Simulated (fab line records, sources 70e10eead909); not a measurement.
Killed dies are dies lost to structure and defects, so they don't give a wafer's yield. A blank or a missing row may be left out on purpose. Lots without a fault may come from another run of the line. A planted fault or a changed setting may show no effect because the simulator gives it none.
A struck lot beside a sound one | flow nand_harc | 42 steps out of a route of 1159
Sound: wafers L502.2, L502.3, L502.6. Struck: wafer L521.6. (L521.1, L521.5 of the same lot were not struck and are left out.) The cause comes at the end.
At each step with rows: each side's tool, then ch and its chambers, then its first start. Under that, the readings that differ: sound wafers | struck wafers | difference of the means | sigmas: that difference in standard deviations of wafers without a fault.
alike: readings whose means differ by less than 2 such deviations, and words and numbers that are the same on both sides. not compared: withheld readings, readings that some wafer has no value for, bounds like >300 that may hide the same value, and numbers for which the record gives no deviation and whose values overlap.
The two part at a step that has a row with sigmas, a row that says differs or no value, or rows on one side only. Numbers that don't overlap but have no deviation are shown without sigmas and don't part them. A reading that every wafer of one side lacks parts them only if that side has two wafers or more.

first, 3 steps without rows for these wafers: NHARC_P_M2_STRIP_19 (strips in post etch residue remover, time 600 s); NHARC_P_M2_DEGAS_29 (time 60 s); NHARC_P_M2_PRE_CLEAN_30 (time 30 s).
NHARC_P_M2_PVD_20: deposits TaN, target thk 5 nm, time 8.06 s.
  sound on pvd_sputter-01; struck on pvd_sputter-02
  alike: throttle_valve_pct
then, 3 steps without rows for these wafers: NHARC_P_M2_PVD_21 (deposits Cu, target thk 30 nm, time 20.49 s); NHARC_P_M2_ECD_22 (material Cu, target thk 400 nm); NHARC_P_M2_ANNEAL_31 (time 90 s).
NHARC_P_M2_CMP_23: polishes, t overpolish 20 s, target thk 144.3 nm.
  sound on cmp-02 ch 0,1,2, day 6 21:14; struck on cmp-03 ch 1, day 10 22:42
  alike: motor_current_A, time_to_endpoint_s
NHARC_P_M2_THK_MEAS_24: measures by xrf.
  sound on film_metro-01, day 6 21:29; struck on film_metro-02, day 10 22:59
  alike: thk_nm
then, 1 step without rows for these wafers: NHARC_P_M2_SRD_25.
NHARC_P_M2_INSPECT_27:
  sound on defect_inspect-02, day 6 21:39; struck on defect_inspect-02, day 10 23:09
  alike: raw_defect_count
NHARC_P_M2_PRE_CLEAN_32: time 12 s.
  sound on pecvd-04 ch 1,2, day 6 21:43; struck on pecvd-03 ch 2, day 10 23:14
  alike: heater_power_w
then, 2 steps without rows for these wafers: NHARC_P_M2_DEP_33 (deposits SiCN, target thk 30 nm); NHARC_P_BONDPAD_DEP_00 (deposits SiCN, target thk 250 nm).
NHARC_P_BONDPAD_CMP_32: polishes SiCN, target thk 200 nm.
  sound on cmp-03 ch 0,3, day 6 22:37; struck on cmp-01 ch 2, day 11 00:10
  alike: motor_current_A
NHARC_P_BONDPAD_THK_MEAS_33: measures by ellipsometry.
  sound on film_metro-01, day 6 22:52; struck on film_metro-02, day 11 00:23
  alike: thk_nm
then, 10 steps without rows for these wafers: NHARC_P_BONDPAD_SRD_34; NHARC_P_BONDPAD_DEHYDRATE_01 (time 120 s); NHARC_P_BONDPAD_HMDS_02 (time 30 s); NHARC_P_BONDPAD_COAT_36 (time 65 s); NHARC_P_BONDPAD_COAT_03 (resist thk 600 nm); NHARC_P_BONDPAD_SOFTBAKE_04 (time 70 s); NHARC_P_BONDPAD_EBR_05; NHARC_P_BONDPAD_EXPOSE_06 (exposes mask P BPAD); NHARC_P_BONDPAD_PEB_07 (peb time 80 s); NHARC_P_BONDPAD_DEVELOP_08 (time 50 s).
NHARC_P_BONDPAD_CD_MEAS_09: target cd 500 nm.
  sound on cd_sem-03 ch 0, day 6 23:27; struck on cd_sem-02 ch 0, day 11 00:58
  alike: cd_nm
NHARC_P_BONDPAD_OVL_MEAS_38:
  sound on overlay-01, day 6 23:32; struck on overlay-02, day 11 01:03
  alike: overlay_x_nm, overlay_y_nm
then, 2 steps without rows for these wafers: NHARC_P_BONDPAD_HARDBAKE_10 (time 65 s); NHARC_P_BONDPAD_DESCUM_11 (chemistry O2, time 3 s).
NHARC_P_BONDPAD_ETCH_37: etches the open film in N2/H2, target depth 60 nm, overetch 18 nm, time 65.91 s.
  sound on rie_diel-07 ch 1,2,3, day 6 23:46; struck on rie_diel-07 ch 1, day 11 01:16
  reading                | sound                | struck | difference | sigmas
  throttle_valve_pct (%) | 14.174 14.172 14.177 | 14.155 | -0.019     | -2
  alike: drypump_motor_current_A, mfc_ar_sccm, oes_product_au, rf_vpp_V, showerhead_plenum_p_Torr
  not compared: rf_hours_counter_h
then, 1 step without rows for these wafers: NHARC_P_BONDPAD_ETCH_12 (etches the open film in CHF3/O2, target depth 200 nm, time 100 s).
NHARC_P_BONDPAD_CD_MEAS_13:
  sound on cd_sem-03, day 6 23:59; struck on cd_sem-03, day 11 01:29
  alike: cd_nm
then, 3 steps without rows for these wafers: NHARC_P_BONDPAD_STRIP_15 (strips in O2); NHARC_P_BONDPAD_ETCH_24 (etches the open film in CF4/N2, target depth 30 nm, time 72.99 s); NHARC_P_BONDPAD_STRIP_16 (strips in post etch residue remover, time 600 s).
NHARC_P_BONDPAD_DEGAS_25: time 60 s.
  sound on pvd_sputter-01, day 7 00:40; struck on pvd_sputter-03, day 11 02:07
  alike: heater_power_w
then, 4 steps without rows for these wafers: NHARC_P_BONDPAD_PRE_CLEAN_26 (time 30 s); NHARC_P_BONDPAD_PVD_17 (deposits TaN, target thk 5 nm, time 8.06 s); NHARC_P_BONDPAD_PVD_27 (deposits Cu, target thk 30 nm, time 20.49 s); NHARC_P_BONDPAD_ECD_18 (material Cu, target thk 400 nm).
-- the record jumps here: 13 days lie between the struck wafers' starts before and after (it left off in module P_BONDPAD and takes up again in module END, whose first step shown is number 1159 of the route) --
NHARC_END_SORT_01:
  sound on prober-02 ch 0, day 19 19:34; struck on prober-01 ch 0, day 23 22:26
  reading                  | sound          | struck | difference | sigmas
  defect_limited_yield (%) | 96.3 95.6 92.8 | 82.7   | -12.2      | -7
  killed_at_periphery      | 3 2 4          | 95     | +92        | +44
  killed_dies              | 25 30 49       | 117    | +82        | +7
  sort_bin_2_pct (%)       | 1.5 0.9 2.5    | 7.2    | +5.6       | +8
  sort_bin_3_pct (%)       | 0.30 0.15 0.44 | 3.10   | +2.80      | +13
  sort_bin_4_pct (%)       | 1.9 3.4 4.3    | 6.9    | +3.7       | +3
  sort_n_pass              | 652 647 628    | 560    | -82        | -7
  sort_yield_pct (%)       | 96.3 95.6 92.8 | 82.7   | -12.2      | -7
  alike: killed_at_array, killed_at_other, killed_open, killed_short, sort_rim_yield_pct

WHERE THEY PART
First at NHARC_P_BONDPAD_ETCH_37; last, within this record, at NHARC_END_SORT_01.

WHY: what the simulator had put in
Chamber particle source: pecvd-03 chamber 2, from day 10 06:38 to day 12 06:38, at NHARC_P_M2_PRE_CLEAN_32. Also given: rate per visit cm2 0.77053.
